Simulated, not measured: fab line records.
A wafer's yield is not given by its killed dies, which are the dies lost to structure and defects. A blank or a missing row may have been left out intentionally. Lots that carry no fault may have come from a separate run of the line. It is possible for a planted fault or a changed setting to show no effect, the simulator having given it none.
Which tool did it? | flow n5 finfet | 38 wafers from 13 lots sampled at 5 of the route's 1938 steps

== WHAT THE GAUGES SHOWED, per wafer ==
N5_WELL_APT_INSPECT_38: inspects for defects (darkfield).
lot  | measured    | on                | raw defect count
L559 | day 1 17:09 | defect inspect-01 | 33 18 22
L563 | day 2 16:40 | defect inspect-01 | 11 8 8
L564 | day 2 22:35 | defect inspect-01 | 32 15 21
L566 | day 3 11:04 | defect inspect-01 | 13 10 10
L568 | day 3 23:16 | defect inspect-02 | 12 20 24
L569 | day 4 04:50 | defect inspect-01 | 13 15 7
L570 | day 4 10:46 | defect inspect-01 | 6 14 10
L573 | day 5 05:13 | defect inspect-01 | 13 20 15
L575 | day 5 16:46 | defect inspect-01 | 6 10 10
L577 | day 6 05:15 | defect inspect-01 | 5 11
L578 | day 6 11:05 | defect inspect-02 | 17 8 6
L579 | day 6 17:19 | defect inspect-01 | 10 22 19
L580 | day 6 23:01 | defect inspect-01 | 11 8 13

N5_PMOS_HMC_CHANNEL_EPI_CD_MEAS_09 targets a cd of 237.4 nm.
lot  | measured    | on        | cd nm (nm)
L559 | day 1 17:28 | cd sem-02 | 238.4 238.4 237.5
L563 | day 2 17:00 | cd sem-02 | 240.0 236.9 238.4
L564 | day 2 23:02 | cd sem-02 | 237.0 239.3 236.0
L566 | day 3 11:23 | cd sem-03 | 237.8 236.3 236.7
L568 | day 3 23:36 | cd sem-02 | 236.9 238.9 236.5
L569 | day 4 05:17 | cd sem-01 | 237.9 237.0 235.7
L570 | day 4 11:13 | cd sem-02 | 237.6 237.4 239.4
L573 | day 5 05:31 | cd sem-01 | 239.4 238.7 241.2
L575 | day 5 17:13 | cd sem-01 | 237.9 237.5 238.6
L577 | day 6 05:34 | cd sem-01 | 239.2 239.1
L578 | day 6 11:32 | cd sem-01 | 236.6 235.3 237.5
L579 | day 6 17:45 | cd sem-02 | 235.7 235.5 234.1
L580 | day 6 23:27 | cd sem-02 | 238.2 235.6 238.0

N5_FIN_SAQP_OVL_MEAS_17.
lot  | measured    | on         | FIN_CORE_OVL (nm)
L559 | day 1 22:10 | overlay-01 | -0.8 -2.1 -0.3
L563 | day 2 22:17 | overlay-01 | 0.8 1.4 0.2
L564 | day 3 03:42 | overlay-01 | 0.1 -0.4 -0.6
L566 | day 3 16:31 | overlay-01 | 0.1 0.4 0.5
L568 | day 4 05:39 | overlay-02 | - - -
L569 | day 4 10:01 | overlay-01 | - - -
L570 | day 4 16:01 | overlay-01 | - - -
L573 | day 5 09:54 | overlay-02 | 0.5 0.9 0.9
L575 | day 5 21:16 | overlay-01 | -1.0 -0.9 0.7
L577 | day 6 10:41 | overlay-01 | 0.4 -1.3
L578 | day 6 15:44 | overlay-01 | 0.7 0.4 1.5
L579 | day 6 22:19 | overlay-02 | 0.3 0.5 1.3
L580 | day 7 04:05 | overlay-01 | -0.7 0.0 -1.1

== WHAT TOOL EACH LOT RAN ON (gives the tool, then ch and the chambers of the sampled wafers, and finally the start) ==
lot  | N5_WELL_APT_EPI_41             | N5_PMOS_HMC_CHANNEL_EPI_FIN_RECESS_16
L559 | epi rpcvd-02 ch 0, day 1 16:31 | rie si-05 ch 0,2,3, day 1 18:13
L563 | epi rpcvd-02 ch 0, day 2 15:58 | rie si-04 ch 0,3, day 2 17:39
L564 | epi rpcvd-04 ch 0, day 2 21:58 | rie si-04 ch 1,2, day 2 23:44
L566 | epi rpcvd-04 ch 0, day 3 10:26 | rie si-06 ch 1,2,3, day 3 11:56
L568 | epi rpcvd-02 ch 0, day 3 22:26 | rie si-04 ch 1,2,3, day 4 00:42
L569 | epi rpcvd-01 ch 0, day 4 04:24 | rie si-05 ch 0,1,3, day 4 06:04
L570 | epi rpcvd-04 ch 0, day 4 10:08 | rie si-05 ch 0,2,3, day 4 11:51
L573 | epi rpcvd-02 ch 0, day 5 04:22 | rie si-04 ch 0,3, day 5 06:04
L575 | epi rpcvd-04 ch 0, day 5 16:20 | rie si-04 ch 0,2, day 5 17:45
L577 | epi rpcvd-04 ch 0, day 6 04:43 | rie si-04 ch 2, day 6 06:07
L578 | epi rpcvd-04 ch 0, day 6 10:39 | rie si-05 ch 0,1,3, day 6 12:04
L579 | epi rpcvd-02 ch 0, day 6 16:45 | rie si-05 ch 0,1,3, day 6 18:17
L580 | epi rpcvd-02 ch 0, day 6 22:28 | rie si-06 ch 0,3, day 6 23:59
- N5_WELL_APT_EPI_41: deposits Si from SiH4/H2, target thk 50 nm, time 297.7 s.
- N5_PMOS_HMC_CHANNEL_EPI_FIN_RECESS_16: chemistry HBr/Cl2, target Si, target depth 54 nm, time 18 s.

== AS READ BY THE TOOLS THEMSELVES (means over the sampled wafers that have a number; for cases with no such wafer, the mark the record gives instead) ==
N5_WELL_APT_EPI_41.
lot  | tool         | throttle valve pct (%)
L559 | epi rpcvd-02 | 12.2
L563 | epi rpcvd-02 | 12.0
L564 | epi rpcvd-04 | 11.4
L566 | epi rpcvd-04 | 11.5
L568 | epi rpcvd-02 | 12.3
L569 | epi rpcvd-01 | 11.7
L570 | epi rpcvd-04 | 11.4
L573 | epi rpcvd-02 | 12.3
L575 | epi rpcvd-04 | 11.4
L577 | epi rpcvd-04 | 11.4
L578 | epi rpcvd-04 | 11.5
L579 | epi rpcvd-02 | 12.2
L580 | epi rpcvd-02 | 12.1

N5_PMOS_HMC_CHANNEL_EPI_FIN_RECESS_16.
lot  | tool      | HBr_flow_sccm (sccm) | bias w (W) | drypump motor current A (A) | oes product au (a.u.) | throttle valve pct (%)
L559 | rie si-05 | 150.4                | 74.95      | 5.8                         | 0.987                 | 35.7
L563 | rie si-04 | 150.1                | 74.81      | 5.6                         | 0.997                 | 35.6
L564 | rie si-04 | 150.2                | 75.30      | 5.9                         | 0.994                 | 35.1
L566 | rie si-06 | 150.1                | 75.13      | 6.2                         | 1.004                 | 35.0
L568 | rie si-04 | -                    | -          | -                           | -                     | -
L569 | rie si-05 | -                    | -          | -                           | -                     | -
L570 | rie si-05 | -                    | -          | -                           | -                     | -
L573 | rie si-04 | 150.1                | 74.94      | 5.6                         | 1.007                 | 35.3
L575 | rie si-04 | 150.2                | 74.95      | 5.8                         | 0.998                 | 35.3
L577 | rie si-04 | 150.1                | 74.76      | 5.9                         | 1.002                 | 35.0
L578 | rie si-05 | 150.2                | 74.93      | 5.8                         | 0.986                 | 35.7
L579 | rie si-05 | 150.1                | 75.01      | 5.7                         | 0.983                 | 35.7
L580 | rie si-06 | 150.2                | 75.20      | 5.6                         | 1.025                 | 35.4

== THE ANSWER, worked out from the rows above alone ==
Rule: what is usual is taken from the lots themselves. Put in order of their means at a reading, lots are off if they are a third of the lots or fewer, leave a main group of 4 or more, and stand apart from it by a gap of 3 or more times the standard deviation of the main group's means; of several such gaps the widest counts. A main group is skipped when, at the precision printed for the reading in the tables above, its means are all equal. Also off: a lot with no number at a reading for which 4 or more lots have one. The other lots that the step has rows for count as sound. After the gauges, taken in route order, come the tools' own readings; for these a lot's mean is taken, as printed above. At the first step where some lot is off, the reading lying furthest off is the one used; lots without a number count as furthest.
Off: at N5_FIN_SAQP_OVL_MEAS_17 (FIN_CORE_OVL), L568, L569, L570. Without a number there: L568, L569, L570. Mean 0.1 nm and standard deviation 0.67 in the main group.
A tool fits if, at a process step before that reading, it ran every lot that is off, and no sound lot after the first of them. The gauges at N5_FIN_SAQP_OVL_MEAS_17 aren't tried: what is off there is off at N5_PMOS_HMC_CHANNEL_EPI_FIN_RECESS_16 too, on other tools, and a gauge's error can't cause that. None of those tried fits.

== WHAT THE SIMULATOR HAD INSERTED ==
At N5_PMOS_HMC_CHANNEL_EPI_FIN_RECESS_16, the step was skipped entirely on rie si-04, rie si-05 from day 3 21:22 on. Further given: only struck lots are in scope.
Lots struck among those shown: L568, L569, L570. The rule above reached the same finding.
